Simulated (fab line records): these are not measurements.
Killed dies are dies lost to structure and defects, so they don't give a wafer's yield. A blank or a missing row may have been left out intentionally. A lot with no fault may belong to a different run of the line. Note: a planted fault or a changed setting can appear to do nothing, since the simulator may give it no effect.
Matching of chambers -- flow n5-finfet -- rie-diel-01 running N5_FIN_SAQP_DESCUM_21: 4 sister chambers
The step chemistry O2, time 7.9 s. 4 wafers are shown with their chamber, then 7 later ones without.

== WAFERS WITH THEIR CHAMBER ==
wafer,chamber,showerhead-plenum-p-Torr (Torr)
L084.1,2,2.05
L084.2,0,1.99
L091.1,1,2.08
L091.4,3,2.05

== WAFERS WHOSE CHAMBER IS MISSING ==
wafer,showerhead-plenum-p-Torr (Torr)
L091.5,2.05
L092.1,2.08
L092.3,2.04
L092.6,1.98
L093.2,2.08
L093.4,1.98
L093.6,2.04

== EACH ONE'S CHAMBER ==
wafer,from the rows above,in truth
L091.5,can't be placed: 2 or 3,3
L092.1,1,1
L092.3,can't be placed: 2 or 3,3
L092.6,0,0
L093.2,1,1
L093.4,0,0
L093.6,can't be placed: 2 or 3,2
Correctly placed: 4 of 7. Unplaceable from these rows: 3, with the true chamber sitting among the candidates in 3. Placed wrongly: 0.
How it was worked out, from the rows above alone: a wafer's distance from a chamber is the root of the sum, over the readings, of the square of ((its reading less the chamber's mean) divided by the reading's scatter). The wafer belongs to the nearest chamber; if the next one is less than 2 further off, it can't be placed. For every chamber, the mean is computed from those of its wafers that are shown. The scatter (one wafer shown for each chamber): square how far every hidden wafer sits from the nearest shown wafer, average those squares and take the square root.
